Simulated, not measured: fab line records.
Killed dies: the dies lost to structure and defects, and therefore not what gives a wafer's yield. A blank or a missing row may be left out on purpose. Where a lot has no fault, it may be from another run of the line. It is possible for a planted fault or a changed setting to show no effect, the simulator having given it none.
Chamber matching	flow n5Finfet	rieDiel-03 running N5_BEOL_M11_ETCH_61: 4 sister chambers
The step etches SiARC in CF4, target depth 39 nm, time 65 s. 4 wafers are shown with their chamber, then 7 later ones without.

== WAFERS, EACH WITH ITS CHAMBER ==
wafer	chamber	drypumpMotorCurrentA (A)
L076.4	0	5.6
L087.6	2	5.2
L085.4	1	5.9
L085.5	3	6.6

== WAFERS MISSING THEIR CHAMBER ==
wafer	drypumpMotorCurrentA (A)
L085.6	5.6
L089.1	5.3
L089.4	5.5
L089.6	5.3
L096.2	5.6
L096.3	6.6
L096.5	5.2

== WHICH CHAMBER EACH WENT THROUGH ==
wafer	from the rows above	in truth
L085.6	0	0
L089.1	2	2
L089.4	0	0
L089.6	2	2
L096.2	0	0
L096.3	3	3
L096.5	2	2
Correctly placed: 7 of 7. Can't be placed from these rows: 0. 0 placed wrongly.
How it was worked out, from the rows above alone: a wafer's distance from a chamber is the root of the sum, over the readings, of the square of ((its reading less the chamber's mean) divided by the reading's scatter). The wafer belongs to the nearest chamber; if the next one is less than 2 further off, it can't be placed. For every chamber, the mean is computed from those of its wafers that are shown. The scatter: with one shown wafer a chamber, the root of the mean of the squares of how far each hidden wafer lies from its nearest shown one.
